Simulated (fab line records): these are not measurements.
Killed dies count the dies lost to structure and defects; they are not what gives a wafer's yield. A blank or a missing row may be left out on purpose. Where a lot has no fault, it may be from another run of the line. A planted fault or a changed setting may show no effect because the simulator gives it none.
The tool behind it: which one? :: flow n5Finfet :: Sampling: 19 lots, 57 wafers, 3 of 1938 route steps

## WHAT THE GAUGES READ, wafer by wafer
N5_BEOL_M4_RC_MEAS_101.
lot: L074
measured: day 7 23:23
on: prober-02
DIBL_N (mV/V): 37.2 33.5 36.3
DIBL_P (mV/V): 38.0 32.9 36.5
IOFF_N (nA/um): 0.19 0.13 0.16
IOFF_P (nA/um): 0.24 0.16 0.21
ION_N (uA/um): 680 664 661
ION_P (uA/um): 463 457 459
SS_N (mV/dec): 72.1 71.2 71.8
SS_P (mV/dec): 74.9 72.7 73.9
VT_N (mV): 245 251 253
VT_P (mV): -252 -252 -251

lot: L075
measured: day 8 07:45
on: prober-02
DIBL_N (mV/V): 37.1 35.7 38.0
DIBL_P (mV/V): 36.6 36.3 37.9
IOFF_N (nA/um): 0.18 0.15 0.20
IOFF_P (nA/um): 0.24 0.24 0.27
ION_N (uA/um): 673 667 679
ION_P (uA/um): 467 466 463
SS_N (mV/dec): 71.0 71.5 72.0
SS_P (mV/dec): 73.4 73.0 73.9
VT_N (mV): 251 252 244
VT_P (mV): -249 -246 -244

lot: L076
measured: day 8 11:30
on: prober-02
DIBL_N (mV/V): 34.8 38.0 36.3
DIBL_P (mV/V): 35.2 37.8 36.1
IOFF_N (nA/um): 0.15 0.21 0.17
IOFF_P (nA/um): 0.20 0.26 0.22
ION_N (uA/um): 679 687 689
ION_P (uA/um): 465 464 465
SS_N (mV/dec): 70.7 72.2 71.3
SS_P (mV/dec): 72.5 74.1 73.2
VT_N (mV): 251 248 249
VT_P (mV): -251 -249 -251

lot: L077
measured: day 8 12:30
on: prober-01
DIBL_N (mV/V): 34.9 34.7 34.9
DIBL_P (mV/V): 34.5 34.2 34.7
IOFF_N (nA/um): 0.14 0.14 0.15
IOFF_P (nA/um): 0.20 0.20 0.20
ION_N (uA/um): 668 670 678
ION_P (uA/um): 463 463 467
SS_N (mV/dec): 72.2 71.0 71.4
SS_P (mV/dec): 73.3 73.2 73.4
VT_N (mV): 249 249 247
VT_P (mV): -248 -250 -246

lot: L078
measured: day 8 23:58
on: prober-02
DIBL_N (mV/V): 37.0 38.0 37.0
DIBL_P (mV/V): 38.2 38.6 37.7
IOFF_N (nA/um): 0.18 0.19 0.17
IOFF_P (nA/um): 0.25 0.25 0.24
ION_N (uA/um): 675 666 676
ION_P (uA/um): 465 454 470
SS_N (mV/dec): 72.0 72.3 72.0
SS_P (mV/dec): 74.1 73.6 73.1
VT_N (mV): 248 246 247
VT_P (mV): -249 -251 -249

lot: L080
measured: day 9 13:12
on: prober-01
DIBL_N (mV/V): 32.6 35.4 35.2
DIBL_P (mV/V): 30.9 35.6 34.7
IOFF_N (nA/um): 0.10 0.16 0.14
IOFF_P (nA/um): 0.14 0.20 0.18
ION_N (uA/um): 651 671 661
ION_P (uA/um): 450 460 454
SS_N (mV/dec): 71.1 71.6 72.3
SS_P (mV/dec): 71.5 72.7 72.0
VT_N (mV): 256 248 248
VT_P (mV): -253 -250 -250

lot: L083
measured: day 9 21:14
on: prober-01
DIBL_N (mV/V): 36.6 35.3 34.7
DIBL_P (mV/V): 36.9 34.9 34.5
IOFF_N (nA/um): 0.16 0.14 0.12
IOFF_P (nA/um): 0.21 0.18 0.17
ION_N (uA/um): 660 674 661
ION_P (uA/um): 459 457 461
SS_N (mV/dec): 71.6 71.3 71.5
SS_P (mV/dec): 73.5 73.5 72.8
VT_N (mV): 250 252 255
VT_P (mV): -249 -254 -252

lot: L085
measured: day 10 04:07
on: prober-01
DIBL_N (mV/V): 38.3 35.6 37.6
DIBL_P (mV/V): 37.9 33.7 35.8
IOFF_N (nA/um): 0.18 0.14 0.15
IOFF_P (nA/um): 0.26 0.19 0.23
ION_N (uA/um): 672 668 663
ION_P (uA/um): 471 458 464
SS_N (mV/dec): 72.0 71.0 72.1
SS_P (mV/dec): 73.9 72.3 73.1
VT_N (mV): 250 254 253
VT_P (mV): -249 -252 -248

lot: L086
measured: day 11 03:26
on: prober-02
DIBL_N (mV/V): 40.4 36.1 36.4
DIBL_P (mV/V): 38.4 35.9 36.5
IOFF_N (nA/um): 0.35 0.17 0.17
IOFF_P (nA/um): 0.28 0.22 0.23
ION_N (uA/um): 682 662 650
ION_P (uA/um): 459 457 448
SS_N (mV/dec): 75.0 71.7 72.5
SS_P (mV/dec): 73.8 73.2 73.4
VT_N (mV): 244 249 250
VT_P (mV): -248 -250 -252

lot: L089
measured: day 11 09:41
on: prober-02
DIBL_N (mV/V): 34.4 34.4 33.5
DIBL_P (mV/V): 35.2 34.6 34.2
IOFF_N (nA/um): 0.16 0.16 0.14
IOFF_P (nA/um): 0.24 0.23 0.22
ION_N (uA/um): 671 689 668
ION_P (uA/um): 466 475 464
SS_N (mV/dec): 72.1 71.0 70.8
SS_P (mV/dec): 73.3 73.2 72.4
VT_N (mV): 250 247 252
VT_P (mV): -245 -244 -246

lot: L087
measured: day 11 12:07
on: prober-02
DIBL_N (mV/V): 36.8 35.6 35.8
DIBL_P (mV/V): 36.9 35.2 34.2
IOFF_N (nA/um): 0.16 0.14 0.12
IOFF_P (nA/um): 0.25 0.22 0.20
ION_N (uA/um): 674 661 643
ION_P (uA/um): 469 463 445
SS_N (mV/dec): 72.6 71.7 72.1
SS_P (mV/dec): 73.8 73.7 73.2
VT_N (mV): 249 252 255
VT_P (mV): -247 -248 -250

lot: L088
measured: day 12 01:55
on: prober-02
DIBL_N (mV/V): 35.7 35.9 31.8
DIBL_P (mV/V): 37.7 38.6 33.2
IOFF_N (nA/um): 0.15 0.17 0.11
IOFF_P (nA/um): 0.22 0.25 0.17
ION_N (uA/um): 674 675 653
ION_P (uA/um): 459 465 458
SS_N (mV/dec): 71.7 71.6 71.1
SS_P (mV/dec): 74.1 74.2 72.6
VT_N (mV): 252 249 253
VT_P (mV): -250 -247 -253

lot: L091
measured: day 12 05:41
on: prober-01
DIBL_N (mV/V): 35.7 31.3 37.2
DIBL_P (mV/V): 35.3 30.2 37.2
IOFF_N (nA/um): 0.14 0.09 0.17
IOFF_P (nA/um): 0.18 0.13 0.20
ION_N (uA/um): 650 645 662
ION_P (uA/um): 445 453 460
SS_N (mV/dec): 71.6 70.0 72.2
SS_P (mV/dec): 72.7 71.8 73.2
VT_N (mV): 253 256 250
VT_P (mV): -252 -254 -251

lot: L090
measured: day 12 21:29
on: prober-01
DIBL_N (mV/V): 38.7 36.1 37.1
DIBL_P (mV/V): 37.8 35.1 34.7
IOFF_N (nA/um): 0.20 0.13 0.14
IOFF_P (nA/um): 0.27 0.21 0.22
ION_N (uA/um): 682 671 649
ION_P (uA/um): 466 471 452
SS_N (mV/dec): 72.4 70.9 72.4
SS_P (mV/dec): 74.4 72.9 73.1
VT_N (mV): 246 253 254
VT_P (mV): -247 -249 -250

lot: L092
measured: day 13 06:53
on: prober-01
DIBL_N (mV/V): 35.3 35.4 38.4
DIBL_P (mV/V): 33.0 32.8 37.0
IOFF_N (nA/um): 0.13 0.14 0.21
IOFF_P (nA/um): 0.18 0.19 0.25
ION_N (uA/um): 679 667 696
ION_P (uA/um): 469 457 479
SS_N (mV/dec): 70.9 71.1 71.5
SS_P (mV/dec): 73.2 73.2 73.8
VT_N (mV): 254 252 247
VT_P (mV): -253 -255 -248

lot: L094
measured: day 14 04:23
on: prober-02
DIBL_N (mV/V): 36.8 36.5 36.3
DIBL_P (mV/V): 37.1 38.0 37.4
IOFF_N (nA/um): 0.18 0.20 0.18
IOFF_P (nA/um): 0.24 0.26 0.23
ION_N (uA/um): 679 706 692
ION_P (uA/um): 464 483 467
SS_N (mV/dec): 72.0 71.7 71.8
SS_P (mV/dec): 73.5 73.3 73.1
VT_N (mV): 247 243 248
VT_P (mV): -248 -245 -246

lot: L096
measured: day 14 04:40
on: prober-01
DIBL_N (mV/V): 39.2 38.6 38.5
DIBL_P (mV/V): 37.0 38.2 37.3
IOFF_N (nA/um): 0.23 0.20 0.20
IOFF_P (nA/um): 0.21 0.22 0.21
ION_N (uA/um): 668 685 688
ION_P (uA/um): 447 460 454
SS_N (mV/dec): 74.3 72.2 72.5
SS_P (mV/dec): 73.7 73.6 73.6
VT_N (mV): 251 249 250
VT_P (mV): -253 -251 -250

lot: L097
measured: day 14 21:55
on: prober-02
DIBL_N (mV/V): 36.6 34.5 33.8
DIBL_P (mV/V): 36.4 35.3 34.7
IOFF_N (nA/um): 0.15 0.13 0.11
IOFF_P (nA/um): 0.18 0.18 0.16
ION_N (uA/um): 655 664 657
ION_P (uA/um): 445 459 453
SS_N (mV/dec): 72.2 70.8 70.8
SS_P (mV/dec): 73.0 72.3 72.7
VT_N (mV): 253 251 255
VT_P (mV): -253 -255 -252

lot: L095
measured: day 15 06:28
on: prober-01
DIBL_N (mV/V): 33.2 34.1 33.4
DIBL_P (mV/V): 34.8 35.7 34.9
IOFF_N (nA/um): 0.14 0.15 0.14
IOFF_P (nA/um): 0.19 0.19 0.20
ION_N (uA/um): 674 685 672
ION_P (uA/um): 468 470 465
SS_N (mV/dec): 70.5 71.1 71.2
SS_P (mV/dec): 72.9 72.8 72.7
VT_N (mV): 251 249 250
VT_P (mV): -251 -251 -250

N5_BEOL_M5_OVL_MEAS_29.
lot: L074
measured: day 8 02:18
on: overlay-01
V4_OVL (nm): -0.2 -0.1 -0.9

lot: L075
measured: day 8 11:02
on: overlay-01
V4_OVL (nm): -0.5 0.7 -0.9

lot: L076
measured: day 8 16:16
on: overlay-02
V4_OVL (nm): -0.1 0.1 -0.1

lot: L077
measured: day 8 16:27
on: overlay-02
V4_OVL (nm): -0.3 0.2 0.3

lot: L078
measured: day 9 03:52
on: overlay-01
V4_OVL (nm): -0.7 -1.5 -0.5

lot: L080
measured: day 9 16:38
on: overlay-02
V4_OVL (nm): 0.0 0.7 -0.8

lot: L083
measured: day 10 04:28
on: overlay-01
V4_OVL (nm): 0.1 -0.7 0.1

lot: L085
measured: day 10 08:20
on: overlay-01
V4_OVL (nm): -0.7 -0.5 0.0

lot: L086
measured: day 11 09:49
on: overlay-01
V4_OVL (nm): -0.8 -1.3 -1.1

lot: L089
measured: day 11 12:52
on: overlay-01
V4_OVL (nm): 0.0 -0.9 -1.3

lot: L087
measured: day 11 16:03
on: overlay-01
V4_OVL (nm): -0.9 -1.0 0.0

lot: L088
measured: day 12 07:50
on: overlay-01
V4_OVL (nm): -0.1 -0.8 -0.4

lot: L091
measured: day 12 09:39
on: overlay-01
V4_OVL (nm): 0.3 -1.3 0.1

lot: L090
measured: day 13 02:32
on: overlay-01
V4_OVL (nm): -0.8 -0.3 -0.7

lot: L092
measured: day 13 11:02
on: overlay-02
V4_OVL (nm): -0.4 -0.1 -0.4

lot: L094
measured: day 14 12:08
on: overlay-02
V4_OVL (nm): 0.2 -0.4 0.2

lot: L096
measured: day 14 11:55
on: overlay-01
V4_OVL (nm): 0.0 0.6 -0.6

lot: L097
measured: day 15 02:41
on: overlay-01
V4_OVL (nm): -0.4 0.0 -0.7

lot: L095
measured: day 15 12:38
on: overlay-02
V4_OVL (nm): -0.5 -0.6 -1.1

## WHAT TOOL EACH LOT RAN ON (gives the tool, then ch and the chambers of the sampled wafers, and finally the start)
lot: L074
N5_BEOL_M5_ETCH_72: rieDiel-06 ch 0,1,2, day 8 01:34

lot: L075
N5_BEOL_M5_ETCH_72: rieDiel-02 ch 0,3, day 8 10:05

lot: L076
N5_BEOL_M5_ETCH_72: rieDiel-04 ch 0,1, day 8 15:25

lot: L077
N5_BEOL_M5_ETCH_72: rieDiel-06 ch 0,2, day 8 15:28

lot: L078
N5_BEOL_M5_ETCH_72: rieDiel-06 ch 1,2,3, day 9 03:07

lot: L080
N5_BEOL_M5_ETCH_72: rieDiel-04 ch 1,3, day 9 15:35

lot: L083
N5_BEOL_M5_ETCH_72: rieDiel-04 ch 0,1,3, day 10 00:39

lot: L085
N5_BEOL_M5_ETCH_72: rieDiel-06 ch 1,2, day 10 06:42

lot: L086
N5_BEOL_M5_ETCH_72: rieDiel-04 ch 0,1,2, day 11 05:50

lot: L089
N5_BEOL_M5_ETCH_72: rieDiel-06 ch 1,2, day 11 11:58

lot: L087
N5_BEOL_M5_ETCH_72: rieDiel-02 ch 0,3, day 11 15:07

lot: L088
N5_BEOL_M5_ETCH_72: rieDiel-06 ch 1,2, day 12 05:43

lot: L091
N5_BEOL_M5_ETCH_72: rieDiel-02 ch 0,1,3, day 12 08:51

lot: L090
N5_BEOL_M5_ETCH_72: rieDiel-04 ch 0,1,3, day 13 00:52

lot: L092
N5_BEOL_M5_ETCH_72: rieDiel-02 ch 1,2,3, day 13 09:16

lot: L094
N5_BEOL_M5_ETCH_72: rieDiel-06 ch 0,1,2, day 14 07:24

lot: L096
N5_BEOL_M5_ETCH_72: rieDiel-02 ch 1,2,3, day 14 07:27

lot: L097
N5_BEOL_M5_ETCH_72: rieDiel-02 ch 0,1,3, day 15 00:35

lot: L095
N5_BEOL_M5_ETCH_72: rieDiel-02 ch 2,3, day 15 10:01
- N5_BEOL_M5_ETCH_72: etches underlayer in N2/H2, target depth 6.5 nm, time 5.2 s.

## AS READ BY THE TOOLS THEMSELVES (means over the sampled wafers that have a number; for cases with no such wafer, the mark the record gives instead)
N5_BEOL_M5_ETCH_72.
lot: L074
tool: rieDiel-06
chamberPressureMTorr (mTorr): 29.99
drypumpMotorCurrentA (A): 5.4
etchRfOnTimeS (s): 5.21
oesProductAu (a.u.): 0.63
rfVppV (V): 524.5
showerheadPlenumPTorr (Torr): 2.56
throttleValvePct (%): 17.97

lot: L075
tool: rieDiel-02
chamberPressureMTorr (mTorr): 30.03
drypumpMotorCurrentA (A): 5.2
etchRfOnTimeS (s): 5.34
oesProductAu (a.u.): 0.61
rfVppV (V): 525.3
showerheadPlenumPTorr (Torr): 2.57
throttleValvePct (%): 18.11

lot: L076
tool: rieDiel-04
chamberPressureMTorr (mTorr): 30.02
drypumpMotorCurrentA (A): 5.9
etchRfOnTimeS (s): 5.12
oesProductAu (a.u.): 0.66
rfVppV (V): 526.2
showerheadPlenumPTorr (Torr): 2.62
throttleValvePct (%): 17.82

lot: L077
tool: rieDiel-06
chamberPressureMTorr (mTorr): 29.98
drypumpMotorCurrentA (A): 5.2
etchRfOnTimeS (s): 5.23
oesProductAu (a.u.): 0.60
rfVppV (V): 522.6
showerheadPlenumPTorr (Torr): 2.52
throttleValvePct (%): 17.85

lot: L078
tool: rieDiel-06
chamberPressureMTorr (mTorr): 30.00
drypumpMotorCurrentA (A): 5.8
etchRfOnTimeS (s): 5.07
oesProductAu (a.u.): 0.70
rfVppV (V): 523.9
showerheadPlenumPTorr (Torr): 2.56
throttleValvePct (%): 18.02

lot: L080
tool: rieDiel-04
chamberPressureMTorr (mTorr): 29.98
drypumpMotorCurrentA (A): 5.6
etchRfOnTimeS (s): 5.13
oesProductAu (a.u.): 0.68
rfVppV (V): 526.1
showerheadPlenumPTorr (Torr): 2.60
throttleValvePct (%): 17.80

lot: L083
tool: rieDiel-04
chamberPressureMTorr (mTorr): 29.99
drypumpMotorCurrentA (A): 5.5
etchRfOnTimeS (s): 5.13
oesProductAu (a.u.): 0.67
rfVppV (V): 525.1
showerheadPlenumPTorr (Torr): 2.59
throttleValvePct (%): 17.80

lot: L085
tool: rieDiel-06
chamberPressureMTorr (mTorr): 30.01
drypumpMotorCurrentA (A): 5.6
etchRfOnTimeS (s): 5.15
oesProductAu (a.u.): 0.63
rfVppV (V): 525.5
showerheadPlenumPTorr (Torr): 2.60
throttleValvePct (%): 18.11

lot: L086
tool: rieDiel-04
chamberPressureMTorr (mTorr): 29.98
drypumpMotorCurrentA (A): 5.4
etchRfOnTimeS (s): 5.16
oesProductAu (a.u.): 0.67
rfVppV (V): 525.1
showerheadPlenumPTorr (Torr): 2.55
throttleValvePct (%): 17.86

lot: L089
tool: rieDiel-06
chamberPressureMTorr (mTorr): 30.00
drypumpMotorCurrentA (A): 5.6
etchRfOnTimeS (s): 5.21
oesProductAu (a.u.): 0.62
rfVppV (V): 524.7
showerheadPlenumPTorr (Torr): 2.59
throttleValvePct (%): 18.13

lot: L087
tool: rieDiel-02
chamberPressureMTorr (mTorr): 29.95
drypumpMotorCurrentA (A): 5.1
etchRfOnTimeS (s): 5.38
oesProductAu (a.u.): 0.61
rfVppV (V): 523.8
showerheadPlenumPTorr (Torr): 2.61
throttleValvePct (%): 18.00

lot: L088
tool: rieDiel-06
chamberPressureMTorr (mTorr): 29.99
drypumpMotorCurrentA (A): 5.6
etchRfOnTimeS (s): 5.17
oesProductAu (a.u.): 0.62
rfVppV (V): 524.8
showerheadPlenumPTorr (Torr): 2.59
throttleValvePct (%): 18.14

lot: L091
tool: rieDiel-02
chamberPressureMTorr (mTorr): 30.00
drypumpMotorCurrentA (A): 5.3
etchRfOnTimeS (s): 5.34
oesProductAu (a.u.): 0.61
rfVppV (V): 523.4
showerheadPlenumPTorr (Torr): 2.57
throttleValvePct (%): 18.04

lot: L090
tool: rieDiel-04
chamberPressureMTorr (mTorr): 29.99
drypumpMotorCurrentA (A): 5.5
etchRfOnTimeS (s): 5.10
oesProductAu (a.u.): 0.65
rfVppV (V): 524.7
showerheadPlenumPTorr (Torr): 2.58
throttleValvePct (%): 17.84

lot: L092
tool: rieDiel-02
chamberPressureMTorr (mTorr): 29.99
drypumpMotorCurrentA (A): 5.7
etchRfOnTimeS (s): 5.25
oesProductAu (a.u.): 0.67
rfVppV (V): 526.2
showerheadPlenumPTorr (Torr): 2.59
throttleValvePct (%): 17.87

lot: L094
tool: rieDiel-06
chamberPressureMTorr (mTorr): 29.97
drypumpMotorCurrentA (A): 5.4
etchRfOnTimeS (s): 5.15
oesProductAu (a.u.): 0.67
rfVppV (V): 523.9
showerheadPlenumPTorr (Torr): 2.55
throttleValvePct (%): 17.90

lot: L096
tool: rieDiel-02
chamberPressureMTorr (mTorr): 30.02
drypumpMotorCurrentA (A): 5.7
etchRfOnTimeS (s): 5.27
oesProductAu (a.u.): 0.66
rfVppV (V): 524.1
showerheadPlenumPTorr (Torr): 2.59
throttleValvePct (%): 17.88

lot: L097
tool: rieDiel-02
chamberPressureMTorr (mTorr): 29.96
drypumpMotorCurrentA (A): 5.3
etchRfOnTimeS (s): 5.39
oesProductAu (a.u.): 0.60
rfVppV (V): 524.0
showerheadPlenumPTorr (Torr): 2.56
throttleValvePct (%): 18.07

lot: L095
tool: rieDiel-02
chamberPressureMTorr (mTorr): 29.97
drypumpMotorCurrentA (A): 5.9
etchRfOnTimeS (s): 5.20
oesProductAu (a.u.): 0.69
rfVppV (V): 524.7
showerheadPlenumPTorr (Torr): 2.60
throttleValvePct (%): 17.84

## THE ANSWER, worked out from the rows above alone
Rule: the usual values come from the lots themselves. The widest of any qualifying gaps counts: lots, ordered by their means at a reading, are off when they make up no more than a third of the lots, leave a main group of 4 or more, and stand apart from it by 3 or more times the standard deviation of that group's means. Not used: any main group whose means are identical at the precision the tables above print for the reading. Also off: a lot with no number at a reading for which 4 or more lots have one. The other lots that the step has rows for count as sound. The gauges are gone through in route order, then the tools' own readings, and for those a lot's mean is taken as printed above. At the first step where some lot is off, the reading lying furthest off is the one used; lots without a number count as furthest.
Nothing can be told from this: no lot is off at any reading shown.

## WHAT HAD BEEN PUT IN BY THE SIMULATOR
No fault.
